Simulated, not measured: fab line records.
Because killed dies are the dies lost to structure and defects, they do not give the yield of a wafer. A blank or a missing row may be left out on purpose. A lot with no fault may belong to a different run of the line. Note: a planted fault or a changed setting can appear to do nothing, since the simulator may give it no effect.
Split-lot study	flow n5Finfet	21 wafers read from 7 lots, route of 1938 steps

== ABOUT THE SPLIT ==
At N5_BEOL_M2_ETCH_74 (etches underlayer in N2/H2, target depth 6.5 nm, time 5.2 s), the setting sourceW was moved away from the recipe's 840 W on 6 of the 21 wafers read, by -11.3% to +15.7%. The other wafers ran this setting at the recipe's value.

Reading taken at the split's own step.

== THE READING ==
rfVppV, in V, at N5_BEOL_M2_ETCH_74 (etches underlayer in N2/H2, target depth 6.5 nm, time 5.2 s). A value of 524.3 V with a standard deviation of 2.7 V is what fault-free wafers of this fab line usually give.

wafer	tool, chamber at the split	sourceW as run, W	against the recipe	rfVppV, V	against lot-mates on the recipe
L074.1	rieDiel-06, 3	745.4	-11.3%	544.2	+18.5
L074.3	rieDiel-06, 0	840	recipe	526.4	-
L074.5	rieDiel-06, 2	840	recipe	525.0	-
L077.1	rieDiel-04, 1	760.4	-9.5%	543.8	+23.0
L077.2	rieDiel-04, 3	840	recipe	521.5	-
L077.4	rieDiel-04, 0	840	recipe	520.0	-
L076.1	rieDiel-06, 3	840	recipe	521.6	-
L076.4	rieDiel-06, 1	840	recipe	526.9	-
L076.6	rieDiel-06, 3	840	recipe	523.1	-
L079.1	rieDiel-01, 3	972	+15.7%	500.3	-26.6
L079.2	rieDiel-01, 0	840	recipe	526.9	-
L079.6	rieDiel-01, 1	972	+15.7%	498.1	-28.8
L083.1	rieDiel-04, 2	840	recipe	522.3	-
L083.2	rieDiel-04, 3	916.7	+9.1%	510.7	-11.6
L083.5	rieDiel-04, 2	916.7	+9.1%	509.1	-13.2
L086.2	rieDiel-06, 1	840	recipe	531.4	-
L086.3	rieDiel-06, 0	840	recipe	528.9	-
L086.6	rieDiel-06, 3	840	recipe	519.9	-
L087.1	rieDiel-04, 3	840	recipe	523.2	-
L087.3	rieDiel-04, 0	840	recipe	523.4	-
L087.6	rieDiel-04, 3	840	recipe	520.5	-

FIT RESULTS
A straight line over all 21 wafers: rfVppV changes by -1.67 V for each +1% of sourceW; r = -0.96; the points scatter about the line by 3.1 V.
The same after taking each lot's own level away (the mean of its wafers on the recipe; 21 wafers): -1.76 V for each +1%; r = -0.97; scatter 2.9 V.
According to that fit, moving sourceW by its largest amount changes the reading by 28 V.
Measured against the standard deviation above, the lots' own levels, which go from 520.75 to 526.90 V, span 2.3 times it.
Consequently the slope shifts little with the lot-to-lot level, the two slopes agreeing.
Check: with one of the wafers moved furthest among these (+15.7%) left out of the fit, the line predicts -27.2 V for it against its lot-mates. Against them it came out at -26.6 V.
Tool readings at the split's step, against how far the setting was moved: etchRfOnTimeS r = -0.91; rfVppV r = -0.96.

== ADDITIONAL SPLITS CARRIED BY THESE WAFERS ==
Other splits were also applied to these wafers ahead of the reading. Each is held against what the fit with the lots' levels taken away leaves over:
other split on the same wafers	wafers away from the commonest value	r with rfVppV (lot level and that fit taken away)
N5_BEOL_M1_VIA_ETCH_34 timeS	9	+0.45
N5_BEOL_M2_COAT_62 spinRpm	5	-0.05

== THE WHOLE CHAIN: every reading that the file lists as answering this split, in the file's order ==
step	what it does	reading	change (the file's fit)	r (the file's)
N5_BEOL_M2_ETCH_74	etches underlayer in N2/H2, target depth 6.5 nm, time 5.2 s	etchRfOnTimeS	withheld for each +1% of the setting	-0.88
N5_BEOL_M2_ETCH_74	etches underlayer in N2/H2, target depth 6.5 nm, time 5.2 s	rfVppV	-1.79 V for each +1% of the setting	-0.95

== FILE'S OWN FIT ==
rfVppV changes by -1.79 V for each +1% of sourceW, r = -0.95.
